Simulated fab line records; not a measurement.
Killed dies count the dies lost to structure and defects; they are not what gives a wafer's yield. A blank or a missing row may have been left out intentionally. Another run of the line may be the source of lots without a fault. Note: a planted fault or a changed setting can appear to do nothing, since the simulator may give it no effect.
Matching of chambers :: flow n5 finfet :: 4 sister chambers for N5_BEOL_M10_ETCH_66 on rie diel-06
The step etches SOC in N2/H2, target depth 120 nm, overetch 24 nm, time 180 s. 16 wafers are shown with their chamber, then 8 later ones without.

WAFERS, EACH WITH ITS CHAMBER
wafer: L075.3
chamber: 1
drypump motor current A (A): 5.7
showerhead plenum p Torr (Torr): 2.49
throttle valve pct (%): 17.97

wafer: L075.4
chamber: 2
drypump motor current A (A): 4.9
showerhead plenum p Torr (Torr): 2.58
throttle valve pct (%): 18.07

wafer: L075.6
chamber: 1
drypump motor current A (A): 5.7
showerhead plenum p Torr (Torr): 2.49
throttle valve pct (%): 17.94

wafer: L080.1
chamber: 3
drypump motor current A (A): 6.0
showerhead plenum p Torr (Torr): 2.49
throttle valve pct (%): 17.73

wafer: L080.4
chamber: 2
drypump motor current A (A): 4.9
showerhead plenum p Torr (Torr): 2.58
throttle valve pct (%): 18.06

wafer: L080.5
chamber: 1
drypump motor current A (A): 5.8
showerhead plenum p Torr (Torr): 2.48
throttle valve pct (%): 17.95

wafer: L078.1
chamber: 0
drypump motor current A (A): 5.8
showerhead plenum p Torr (Torr): 2.42
throttle valve pct (%): 17.52

wafer: L078.4
chamber: 2
drypump motor current A (A): 4.9
showerhead plenum p Torr (Torr): 2.57
throttle valve pct (%): 18.10

wafer: L078.5
chamber: 0
drypump motor current A (A): 5.8
showerhead plenum p Torr (Torr): 2.42
throttle valve pct (%): 17.53

wafer: L084.2
chamber: 3
drypump motor current A (A): 6.0
showerhead plenum p Torr (Torr): 2.49
throttle valve pct (%): 17.74

wafer: L084.5
chamber: 2
drypump motor current A (A): 4.9
showerhead plenum p Torr (Torr): 2.57
throttle valve pct (%): 18.09

wafer: L084.6
chamber: 3
drypump motor current A (A): 6.0
showerhead plenum p Torr (Torr): 2.49
throttle valve pct (%): 17.75

wafer: L089.1
chamber: 0
drypump motor current A (A): 5.8
showerhead plenum p Torr (Torr): 2.42
throttle valve pct (%): 17.52

wafer: L089.3
chamber: 2
drypump motor current A (A): 4.9
showerhead plenum p Torr (Torr): 2.57
throttle valve pct (%): 18.13

wafer: L089.5
chamber: 2
drypump motor current A (A): 4.9
showerhead plenum p Torr (Torr): 2.57
throttle valve pct (%): 18.12

wafer: L091.1
chamber: 2
drypump motor current A (A): 4.9
showerhead plenum p Torr (Torr): 2.56
throttle valve pct (%): 18.15

SIGNATURES (averages over the wafers above)
reading: drypump motor current A
chamber 0: 5.800
chamber 1: 5.733
chamber 2: 4.900
chamber 3: 6.000
scatter within a chamber: 0.0236

reading: showerhead plenum p Torr
chamber 0: 2.4200
chamber 1: 2.4867
chamber 2: 2.5714
chamber 3: 2.4900
scatter within a chamber: 0.00542

reading: throttle valve pct
chamber 0: 17.5233
chamber 1: 17.9533
chamber 2: 18.1029
chamber 3: 17.7400
scatter within a chamber: 0.0243
Rule: a wafer lies at a distance from a chamber equal to the root of the sum of squares, over the readings, of (its reading less the chamber's mean, divided by the reading's scatter). If the next closest chamber is less than 2 further off than the closest, the wafer can't be placed; otherwise it belongs to the closest. The scatter: the root of (the sum of the squares of (reading less its chamber's mean) over the shown wafers, divided by (wafers less chambers)).

WAFERS WHOSE CHAMBER IS MISSING
wafer: L091.4
drypump motor current A (A): 6.0
showerhead plenum p Torr (Torr): 2.48
throttle valve pct (%): 17.79

wafer: L091.5
drypump motor current A (A): 6.0
showerhead plenum p Torr (Torr): 2.48
throttle valve pct (%): 17.78

wafer: L094.1
drypump motor current A (A): 5.7
showerhead plenum p Torr (Torr): 2.47
throttle valve pct (%): 17.61

wafer: L094.2
drypump motor current A (A): 5.7
showerhead plenum p Torr (Torr): 2.41
throttle valve pct (%): 17.55

wafer: L094.4
drypump motor current A (A): 6.0
showerhead plenum p Torr (Torr): 2.48
throttle valve pct (%): 17.78

wafer: L096.1
drypump motor current A (A): 5.8
showerhead plenum p Torr (Torr): 2.47
throttle valve pct (%): 17.63

wafer: L096.3
drypump motor current A (A): 5.8
showerhead plenum p Torr (Torr): 2.41
throttle valve pct (%): 17.56

wafer: L096.5
drypump motor current A (A): 5.7
showerhead plenum p Torr (Torr): 2.47
throttle valve pct (%): 17.62

CHAMBER TAKEN BY EACH
wafer: L091.4
from the rows above: 3
in truth: 3

wafer: L091.5
from the rows above: 3
in truth: 3

wafer: L094.1
from the rows above: 0
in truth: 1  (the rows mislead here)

wafer: L094.2
from the rows above: 0
in truth: 0

wafer: L094.4
from the rows above: 3
in truth: 3

wafer: L096.1
from the rows above: can't be placed: 0 or 3
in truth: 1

wafer: L096.3
from the rows above: 0
in truth: 0

wafer: L096.5
from the rows above: 0
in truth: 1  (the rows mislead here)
Correct placement for 5 of the 8. Cannot be placed on the basis of these rows: 1; the candidates contain the true chamber in 0. 2 placed wrongly.
